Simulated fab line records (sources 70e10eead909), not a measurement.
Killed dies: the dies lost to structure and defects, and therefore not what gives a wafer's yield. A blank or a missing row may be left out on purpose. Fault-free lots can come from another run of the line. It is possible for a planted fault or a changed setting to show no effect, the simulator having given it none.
fab line records	flow nandHarc
record: lots: 10	wafers: 30	lastDay: 32
route steps=1302 shown A_BONDPAD@1236 HYBRID_BOND@1243 THIN_TSV@1259 END@1301
lots that met no fault: from a run of the same line without faults
startH: hours from the record's first day to the start of the lot's first wafer shown	waitH: hours elapsed since this lot's preceding step	" same as the row above	L1.1+2: several wafers, shown together as one row	- no value, or no start was given	* or withheld: withheld	< > ~ a bound
route shown NAME@n: a module of which the file shows steps, and the number in the route of the first	usual: the fault-free wafers' mean and standard deviation	same: alike in all rows	chamber/n: place in a boat	sites: per-site readings	_std_site: how widely they spread, as a standard deviation	_edge_site: inner sites' mean taken away from outer sites' mean	radiusMm: for every site, how far away it sits from the centre of the wafer	mask NAME#n: copy n	behind: the most recent tool/chamber to have shaped the wafer	hold: the reason the lot was held/the length of the hold in hours/how it ended	device: transistor that didn't switch, given as n, p or np	end of line: tests of these same wafers at the route's end	a step without rows: its recipe alone	killed: at the first sort, the dies lost to defects and structure; wafer yield is something else	map: a wafer's dies, marking killed ones x, the rest . and places with no die _
set.NAME: setting as actually run; set.NAME@STEP: the setting as run at that earlier step	model.NAME: the simulator's own value behind a step, which no gauge read
the route's steps for a sample of lots (tables are steps, rows are wafers)
services: the hour from which a tool's chamber was out of use, counted from the record's first day as startH (under 0 if before that day), plus the number of hours and why
== steps ==
step: NHARC_A_BONDPAD_INSPECT_23
usual: rawDefectCount: 573/140
lot.wafer	tool	chamber	startH	waitH	rawDefectCount
L172.3	defectInspect-02	-	527.91	0.0	434
L172.5	"	-	"	"	541
L172.6	"	-	"	"	432
L175.2	defectInspect-02	-	553.86	0.0	538
L175.5	"	-	"	"	622
L175.6	"	-	"	"	591
L180.2	defectInspect-01	-	622.87	0.0	463
L180.4	"	-	"	"	499
L180.6	"	-	"	"	457
L185.1	defectInspect-01	-	683.74	0.0	477
L185.2	"	-	"	"	515
L185.3	"	-	"	"	398
L186.1	defectInspect-02	-	692.70	0.0	501
L186.2	"	-	"	"	485
L186.3	"	-	"	"	442
L191.2	defectInspect-02	-	704.88	0.0	491
L191.3	"	-	"	"	556
L191.5	"	-	"	"	569
L189.1	defectInspect-01	-	705.89	0.0	451
L189.3	"	-	"	"	465
L189.5	"	-	"	"	485
L190.1	defectInspect-01	-	722.90	0.0	629
L190.4	"	-	"	"	747
L190.6	"	-	"	"	526
L192.3	defectInspect-01	-	729.12	0.0	728
L192.4	"	-	"	"	820
L192.6	"	-	"	"	973
L193.1	defectInspect-02	-	737.77	0.0	775
L193.4	"	-	"	"	484
L193.5	"	-	"	"	845
step: NHARC_HYBRID_BOND_INSPECT_06
recipe: inspectInstrument: irVoid
usual: rawDefectCount: 87/32
lot.wafer	tool	chamber	startH	waitH	rawDefectCount
L172.3	defectInspect-02	-	537.44	0.1	132
L172.5	"	-	"	"	129
L172.6	"	-	"	"	142
L175.2	defectInspect-01	-	563.69	0.1	119
L175.5	"	-	"	"	137
L175.6	"	-	"	"	119
L180.2	defectInspect-01	-	634.03	0.1	120
L180.4	"	-	"	"	135
L180.6	"	-	"	"	143
L185.1	defectInspect-02	-	690.18	0.0	33
L185.2	"	-	"	"	31
L185.3	"	-	"	"	31
L186.1	defectInspect-02	-	705.85	0.0	33
L186.2	"	-	"	"	34
L186.3	"	-	"	"	39
L189.1	defectInspect-01	-	714.54	0.0	95
L189.3	"	-	"	"	89
L189.5	"	-	"	"	110
L191.2	defectInspect-02	-	714.54	0.1	117
L191.3	"	-	"	"	117
L191.5	"	-	"	"	131
L190.1	defectInspect-01	-	732.46	0.0	62
L190.4	"	-	"	"	80
L190.6	"	-	"	"	74
L192.3	defectInspect-01	-	741.14	0.1	85
L192.4	"	-	"	"	75
L192.6	"	-	"	"	73
L193.1	defectInspect-01	-	754.98	0.0	99
L193.4	"	-	"	"	85
L193.5	"	-	"	"	87
step: NHARC_THIN_TSV_CD_MEAS_12
recipe: targetCdNm: 1000	landingEnergyEv: 500
usual: cdNm: 1000.6/1.7
lot.wafer	tool	chamber	startH	waitH	cdNm
L172.3	cdSem-02	0	540.16	-	998.7
L172.5	"	0	"	"	1001.8
L172.6	"	0	"	"	1001.9
L175.2	cdSem-02	0	566.37	-	1001.0
L175.5	"	0	"	"	1000.1
L175.6	"	0	"	"	998.5
L180.2	cdSem-02	0	636.71	-	996.5
L180.4	"	0	"	"	998.2
L180.6	"	0	"	"	995.7
L185.1	cdSem-01	0	693.94	-	999.4
L185.2	"	0	"	"	1002.5
L185.3	"	0	"	"	999.6
L186.1	cdSem-03	0	708.43	-	999.7
L186.2	"	0	"	"	999.1
L186.3	"	0	"	"	1000.2
L191.2	cdSem-02	0	717.24	-	1001.4
L191.3	"	0	"	"	1001.2
L191.5	"	0	"	"	1002.7
L189.1	cdSem-03	0	718.45	-	1000.4
L189.3	"	0	"	"	1000.6
L189.5	"	0	"	"	1000.2
L190.1	cdSem-02	0	735.05	-	999.7
L190.4	"	0	"	"	1001.0
L190.6	"	0	"	"	999.4
L192.3	cdSem-02	0	746.62	-	1002.7
L192.4	"	0	"	"	1001.7
L192.6	"	0	"	"	1002.3
L193.1	cdSem-02	0	757.54	-	998.6
L193.4	"	0	"	"	1000.9
L193.5	"	0	"	"	1000.8
step: NHARC_THIN_TSV_ETCH_15
recipe: targetDepthA: 30000	boschTargetOveretchCycles: 2	boschEtchStepS: 2.8	boschDepStepS: 1.2	boschCycles: 14
usual: drypumpMotorCurrentA: 5.9/0.33
same: boschCycles: 14	boschDepStepS: 1.2
lot.wafer	tool	chamber	startH	waitH	drypumpMotorCurrentA	rfHoursCounterH
L172.3	rieSi-02	1	541.13	-	6.1	0.5
L172.5	"	3	"	"	5.5	-
L172.6	"	0	"	"	6.1	-
L175.2	rieSi-01	0	567.21	-	5.5	0.1
L175.6	"	2	"	"	6.3	-
L175.5	"	3	"	"	5.5	-
L180.2	rieSi-01	2	637.55	-	6.2	0.5
L180.6	"	1	"	"	6.0	-
L180.4	"	0	"	"	5.5	-
L185.1	rieSi-01	3	694.75	-	5.5	0.6
L185.3	"	0	"	"	5.5	0.8
L185.2	"	2	"	"	6.2	0.9
L186.3	rieSi-01	0	709.24	-	5.5	0.9
L186.1	"	1	"	"	6.0	1.0
L186.2	"	3	"	"	5.6	0.7
L191.2	rieSi-01	1	718.05	-	6.0	1.1
L191.3	"	2	"	"	6.2	1.0
L191.5	"	1	"	"	6.0	-
L189.1	rieSi-02	0	719.27	-	6.1	0.4
L189.3	"	2	"	"	6.0	0.4
L189.5	"	3	"	"	5.5	-
L190.4	rieSi-03	0	735.86	-	5.8	1.1
L190.1	"	3	"	"	6.5	0.9
L190.6	"	0	"	"	5.8	-
L192.4	rieSi-01	1	747.44	-	6.0	0.1
L192.3	"	2	"	"	6.2	0
L192.6	"	0	"	"	5.6	-
L193.4	rieSi-02	3	758.38	-	5.5	0.7
L193.1	"	0	"	"	6.1	0.6
L193.5	"	2	"	"	5.9	-
step: NHARC_END_WLT_00
usual: VT_DECK1_BOTTOM: 0.870/0.0077	VT_DECK1_BOTTOM_INNER: 0.870/0.0079	VT_DECK1_MEDIAN_NEAR_BOTTOM: 0.872/0.0072	VT_DECK1_MEDIAN_NEAR_BOTTOM_INNER: 0.871/0.008	VT_DECK1_MIDDLE: 0.883/0.0078	VT_DECK1_MIDDLE_INNER: 0.883/0.0075	VT_DECK1_TOP: 0.894/0.0084	VT_DECK1_TOP_INNER: 0.895/0.0085	VT_DECK2_BOTTOM: 0.874/0.0069	VT_DECK2_BOTTOM_INNER: 0.874/0.0073	VT_DECK2_MEDIAN_NEAR_BOTTOM: 0.874/0.0068	VT_DECK2_MEDIAN_NEAR_BOTTOM_INNER: 0.875/0.0068	VT_DECK2_MIDDLE: 0.887/0.0065	VT_DECK2_MIDDLE_INNER: 0.886/0.0069	VT_DECK2_TOP: 0.898/0.0071	VT_DECK2_TOP_INNER: 0.898/0.0073
lot.wafer	tool	chamber	startH	waitH	hold	VT_DECK1_BOTTOM	VT_DECK1_BOTTOM_INNER	VT_DECK1_MEDIAN_NEAR_BOTTOM	VT_DECK1_MEDIAN_NEAR_BOTTOM_INNER	VT_DECK1_MIDDLE	VT_DECK1_MIDDLE_INNER	VT_DECK1_TOP	VT_DECK1_TOP_INNER	VT_DECK2_BOTTOM	VT_DECK2_BOTTOM_INNER	VT_DECK2_MEDIAN_NEAR_BOTTOM	VT_DECK2_MEDIAN_NEAR_BOTTOM_INNER	VT_DECK2_MIDDLE	VT_DECK2_MIDDLE_INNER	VT_DECK2_TOP	VT_DECK2_TOP_INNER
L172.3	prober-02	-	553.33	1.1	-	0.879	0.884	0.882	0.883	0.896	0.895	0.907	0.911	0.859	0.854	0.860	0.863	0.870	0.877	0.885	0.884
L172.5	"	-	554.34	2.1	-	0.882	0.883	0.884	0.884	0.890	0.898	0.907	0.903	0.864	0.863	0.858	0.860	0.881	0.878	0.883	0.881
L172.6	"	-	"	"	-	0.887	0.885	0.877	0.891	0.888	0.892	0.909	0.905	0.860	0.865	0.869	0.866	0.878	0.866	0.885	0.892
L175.2	prober-02	-	579.38	0.6	-	0.858	0.871	0.875	0.867	0.887	0.886	0.891	0.891	0.870	0.874	0.876	0.875	0.886	0.894	0.893	0.897
L175.5	"	-	580.89	2.1	-	0.881	0.874	0.877	0.871	0.880	0.879	0.897	0.892	0.860	0.877	0.864	0.867	0.884	0.890	0.888	0.897
L175.6	"	-	"	"	-	0.868	0.868	0.867	0.869	0.890	0.886	0.893	0.900	0.871	0.863	0.870	0.866	0.878	0.872	0.894	0.896
L180.2	prober-02	-	657.20	8.3	awaitDispo/7.0h/release	0.866	0.867	0.862	0.872	0.879	0.887	0.893	0.892	0.873	0.873	0.872	0.880	0.887	0.891	0.906	0.902
L180.4	"	-	658.20	9.3	awaitDispo/7.0h/release	0.862	0.874	0.869	0.873	0.879	0.878	0.900	0.893	0.882	0.877	0.880	0.873	0.885	0.883	0.900	0.903
L180.6	"	-	659.20	10.3	awaitDispo/7.0h/release	0.870	0.871	0.879	0.863	0.877	0.889	0.893	0.892	0.877	0.868	0.877	0.875	0.893	0.885	0.895	0.897
L185.1	prober-02	-	705.02	0.1	-	0.858	0.861	0.862	0.866	0.881	0.874	0.894	0.888	0.878	0.881	0.884	0.871	0.890	0.891	0.900	0.914
L185.2	"	-	"	"	-	0.870	0.872	0.872	0.870	0.874	0.890	0.891	0.893	0.872	0.878	0.882	0.879	0.889	0.893	0.902	0.907
L185.3	"	-	"	"	-	0.863	0.864	0.869	0.859	0.884	0.878	0.898	0.883	0.875	0.885	0.885	0.882	0.887	0.891	0.902	0.901
L186.1	prober-01	-	720.47	0.0	-	0.857	0.850	0.860	0.853	0.869	0.861	0.878	0.874	0.876	0.880	0.883	0.883	0.897	0.903	0.904	0.902
L186.2	"	-	"	"	-	0.851	0.850	0.854	0.861	0.871	0.868	0.864	0.867	0.875	0.882	0.881	0.880	0.900	0.894	0.907	0.904
L186.3	"	-	"	"	-	0.851	0.849	0.863	0.855	0.862	0.865	0.875	0.878	0.882	0.884	0.881	0.882	0.890	0.899	0.901	0.905
L189.1	prober-01	-	730.38	0.0	-	0.858	0.863	0.869	0.866	0.867	0.879	0.891	0.899	0.874	0.872	0.876	0.871	0.882	0.879	0.901	0.888
L189.3	"	-	731.39	1.1	-	0.866	0.863	0.869	0.866	0.877	0.880	0.890	0.888	0.869	0.872	0.863	0.864	0.888	0.890	0.896	0.894
L189.5	"	-	732.40	2.1	-	0.854	0.860	0.871	0.862	0.877	0.879	0.893	0.889	0.880	0.866	0.872	0.866	0.885	0.885	0.892	0.891
L191.2	prober-02	-	730.89	0.6	-	0.872	0.877	0.879	0.879	0.884	0.891	0.889	0.901	0.868	0.870	0.864	0.874	0.881	0.881	0.884	0.892
L191.3	"	-	"	"	-	0.873	0.879	0.874	0.874	0.875	0.884	0.897	0.894	0.863	0.867	0.868	0.868	0.885	0.875	0.890	0.891
L191.5	"	-	"	"	-	0.879	0.875	0.873	0.869	0.882	0.885	0.893	0.902	0.863	0.866	0.869	0.870	0.879	0.881	0.888	0.889
L190.1	prober-02	-	746.97	0.1	-	0.868	0.854	0.861	0.851	0.874	0.866	0.883	0.887	0.877	0.869	0.875	0.872	0.885	0.885	0.898	0.900
L190.4	"	-	748.46	1.6	-	0.854	0.859	0.858	0.863	0.869	0.866	0.877	0.883	0.884	0.879	0.876	0.877	0.884	0.891	0.903	0.897
L190.6	"	-	749.46	2.5	-	0.864	0.855	0.863	0.867	0.868	0.880	0.887	0.885	0.875	0.876	0.876	0.870	0.891	0.889	0.907	0.902
L192.3	prober-01	-	759.60	1.0	-	0.873	0.871	0.873	0.868	0.880	0.888	0.902	0.899	0.872	0.872	0.864	0.865	0.893	0.883	0.891	0.895
L192.4	"	-	"	"	-	0.875	0.869	0.875	0.874	0.894	0.883	0.905	0.902	0.868	0.879	0.864	0.874	0.875	0.880	0.897	0.887
L192.6	"	-	761.10	2.5	-	0.867	0.869	0.866	0.873	0.887	0.892	0.895	0.903	0.864	0.870	0.873	0.871	0.888	0.885	0.892	0.897
L193.1	prober-02	-	769.58	0.1	-	0.877	0.872	0.866	0.867	0.877	0.882	0.895	0.900	0.874	0.883	0.876	0.878	0.894	0.885	0.897	0.900
L193.4	"	-	771.07	1.5	-	0.874	0.868	0.871	0.869	0.887	0.879	0.897	0.897	0.883	0.879	0.883	0.878	0.895	0.898	0.898	0.898
L193.5	"	-	"	"	-	0.876	0.869	0.869	0.876	0.892	0.894	0.889	0.888	0.878	0.881	0.873	0.878	0.896	0.890	0.902	0.905
step: NHARC_END_SORT_01
recipe: tempC: 25
usual: defectLimitedYield: 90.8/2.2	killedAtArray: 58/15	killedAtOther: 0.8/1.2	killedAtPeriphery: 3.5/2.5	killedDies: 62/15	killedOpen: 3.2/1.7	killedShort: 2.4/1.5
same: grossDies: 677
lot.wafer	tool	chamber	startH	waitH	hold	defectLimitedYield[%]	killedAtArray	killedAtOther	killedAtPeriphery	killedDies	killedOpen	killedShort
L172.3	prober-02	0	556.97	3.1	-	89.2	71	2	0	73	4	2
L172.5	prober-02	0	558.58	3.7	-	89.7	66	0	4	70	5	2
L172.6	prober-02	0	559.39	4.0	-	87.9	82	0	0	82	5	1
L180.2	prober-02	0	660.49	2.8	awaitDispo/4.9h/release	83.6	41	67	3	111	2	3
L180.4	prober-02	0	662.08	3.4	awaitDispo/4.9h/release	76.7	76	80	2	158	3	3
L180.6	prober-02	0	663.66	4.0	awaitDispo/4.9h/release	82.6	75	39	4	118	3	4
L185.1	prober-02	0	708.06	2.5	-	94.2	36	0	3	39	3	4
L185.2	prober-02	0	708.86	2.8	-	95.6	24	0	6	30	3	3
L185.3	prober-02	0	709.66	3.1	-	95.1	25	0	8	33	3	3
killed by level:class
L172.3 A_CHANNEL_HOLE_D1:chamberFilmFlake=30 A_CHANNEL_HOLE_D2:chamberFilmFlake=18 A_SLIT:chamberFilmFlake=11 A_STAIRCASE:chamberFilmFlake=5 THIN_TSV:chamberFilmFlake=2 A_CHANNEL_FILL_D1:geometricParticle:open=1 A_ONON_D2:geometricParticle:open=1 A_CHANNEL_FILL_D2:geometricParticle:short=1
L172.5 A_CHANNEL_HOLE_D2:chamberFilmFlake=22 A_CHANNEL_HOLE_D1:chamberFilmFlake=17 A_SLIT:chamberFilmFlake=14 A_STAIRCASE:chamberFilmFlake=4 A_CONTACT:chamberFilmFlake=4 P_M0:geometricParticle:open=2 P_CONTACT:geometricParticle:open=1 A_CHANNEL_FILL_D1:geometricParticle:open=1
L172.6 A_CHANNEL_HOLE_D1:chamberFilmFlake=24 A_CHANNEL_HOLE_D2:chamberFilmFlake=22 A_SLIT:chamberFilmFlake=19 A_M0:geometricParticle:open=3 A_STAIRCASE:chamberFilmFlake=3 A_CONTACT:chamberFilmFlake=3 A_CHANNEL_FILL_D2:chamberFilmFlake=2 A_ONON_D2:geometricParticle:open=1
L180.2 THIN_TSV:unspecified=64 A_SLIT:chamberFilmFlake=17 A_CHANNEL_HOLE_D1:chamberFilmFlake=10 A_CONTACT:chamberFilmFlake=8 THIN_TSV:chamberFilmFlake=2 P_M0:geometricParticle:open=1 A_CHANNEL_HOLE_D2:geometricParticle:short=1 A_CHANNEL_FILL_D2:geometricParticle:short=1
L180.4 THIN_TSV:unspecified=76 A_SLIT:chamberFilmFlake=36 A_CHANNEL_HOLE_D1:chamberFilmFlake=23 A_CONTACT:chamberFilmFlake=5 THIN_TSV:chamberFilmFlake=4 A_CHANNEL_HOLE_D2:chamberFilmFlake=3 A_STAIRCASE:chamberFilmFlake=3 A_WL_FILL:geometricParticle:short=2
L180.6 THIN_TSV:unspecified=37 A_SLIT:chamberFilmFlake=26 A_CHANNEL_HOLE_D1:chamberFilmFlake=24 A_CHANNEL_HOLE_D2:chamberFilmFlake=8 A_CONTACT:chamberFilmFlake=6 A_BONDPAD:chamberFilmFlake=4 A_DECK1_JOINT:geometricParticle:short=2 P_BONDPAD:chamberFilmFlake=2
L185.1 A_CHANNEL_HOLE_D1:chamberFilmFlake=12 A_CONTACT:chamberFilmFlake=5 A_SLIT:chamberFilmFlake=4 A_SOURCE_PLATE:geometricParticle:short=2 A_BLC:geometricParticle:open=2 A_DECK1_JOINT:chamberFilmFlake=2 A_CHANNEL_HOLE_D2:chamberFilmFlake=2 A_STAIRCASE:chamberFilmFlake=2
L185.2 A_CHANNEL_HOLE_D1:chamberFilmFlake=9 A_DECK1_JOINT:chamberFilmFlake=4 A_CHANNEL_FILL_D1:chamberFilmFlake=3 P_M0:geometricParticle:open=2 P_GATE:chamberFilmFlake=2 P_CONTACT:geometricParticle:short=1 A_CHANNEL_HOLE_D1:geometricParticle:short=1 A_ONON_D2:geometricParticle:short=1
L185.3 A_CONTACT:chamberFilmFlake=8 A_CHANNEL_HOLE_D1:chamberFilmFlake=4 P_STI:chamberFilmFlake=3 A_SLIT:chamberFilmFlake=3 P_GATE:chamberFilmFlake=2 A_CHANNEL_HOLE_D2:chamberFilmFlake=2 P_CONTACT:geometricParticle:short=1 A_ONON_D1:geometricParticle:open=1
== services ==
tool	chamber	startH	hours	kind
rieSi-02	0	526.90	13.3	repair
rieSi-01	-	547.00	9.0	pm
rieSi-01	0	547.00	9.0	ventCycle
rieSi-01	1	547.00	9.0	ventCycle
rieSi-01	2	547.00	9.0	ventCycle
rieSi-01	3	547.00	9.0	ventCycle
rieSi-01	0	556.00	-	clean
rieSi-01	1	556.00	-	clean
rieSi-01	2	556.00	-	clean
rieSi-01	3	556.00	-	clean
rieSi-03	-	575.00	9.0	pm
rieSi-01	-	591.02	0.3	repair
rieSi-02	3	610.10	14.8	repair
rieSi-02	0	613.19	7.7	repair
rieSi-02	2	616.61	6.9	repair
rieSi-01	3	630.17	7.8	repair
rieSi-02	-	631.00	9.0	pm
rieSi-03	-	633.55	0.1	repair
rieSi-02	0	647.82	3.5	repair
rieSi-01	-	724.00	9.0	pm
rieSi-01	2	734.29	8.3	repair
rieSi-03	0	742.30	2.1	repair
rieSi-03	-	752.00	9.0	pm
rieSi-02	2	753.11	1.7	repair
== key ==
firstSign: step: NHARC_END_SORT_01	reading: killedAtOther	direction: up	sigmas: 51	usual: 0.8	struck: 62
effect: step: NHARC_END_SORT_01	reading: defectLimitedYield	direction: down	sigmas: 4.5	usual: 90.8	struck: 80.9
moreKillsBornAt: NHARC_THIN_TSV_ETCH_15@rieSi-01: 176
metAt NHARC_THIN_TSV_ETCH_15
struckLots L180
notActingAt NHARC_A_BONDPAD_INSPECT_23,NHARC_HYBRID_BOND_INSPECT_06,NHARC_THIN_TSV_CD_MEAS_12
onsetBetween 567.21 637.55
fault: kind: chamberParticleSource	tool: rieSi-01	chamber: -	onsetH: 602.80	steps: NHARC_THIN_TSV_ETCH_15	ratePerVisitCm2: 0.50251	endH: 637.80
